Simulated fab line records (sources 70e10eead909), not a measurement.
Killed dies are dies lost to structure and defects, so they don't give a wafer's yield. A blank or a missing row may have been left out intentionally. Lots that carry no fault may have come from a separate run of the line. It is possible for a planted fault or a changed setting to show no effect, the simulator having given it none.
Chamber matching    flow nand harc    4 sister chambers for NHARC_A_M0_DESCUM_14 on rie diel-03
The step chemistry O2, time 3 s. 4 wafers are shown with their chamber, then 7 later ones without.

== EACH WAFER AND ITS CHAMBER ==
wafer   chamber  drypump motor current A (A)
L080.4  3        4.8
L079.5  0        5.5
L090.1  1        5.8
L090.2  2        6.1

== WAFERS MISSING THEIR CHAMBER ==
wafer   drypump motor current A (A)
L090.6  6.0
L094.1  6.1
L094.3  5.5
L094.4  4.8
L095.1  6.1
L095.2  4.8
L095.6  5.8

== EACH ONE'S CHAMBER ==
wafer   from the rows above  in truth
L090.6  2                    2
L094.1  2                    2
L094.3  0                    0
L094.4  3                    3
L095.1  2                    2
L095.2  3                    3
L095.6  1                    1
Correctly placed: 7 of 7. Can't be placed from these rows: 0. Number placed wrongly: 0.
How it was worked out, from the rows above alone: a wafer's distance from a chamber is the root of the sum, over the readings, of the square of ((its reading less the chamber's mean) divided by the reading's scatter). The wafer belongs to the nearest chamber; if the next one is less than 2 further off, it can't be placed. For every chamber, the mean is computed from those of its wafers that are shown. The scatter: with one shown wafer a chamber, the root of the mean of the squares of how far each hidden wafer lies from its nearest shown one.
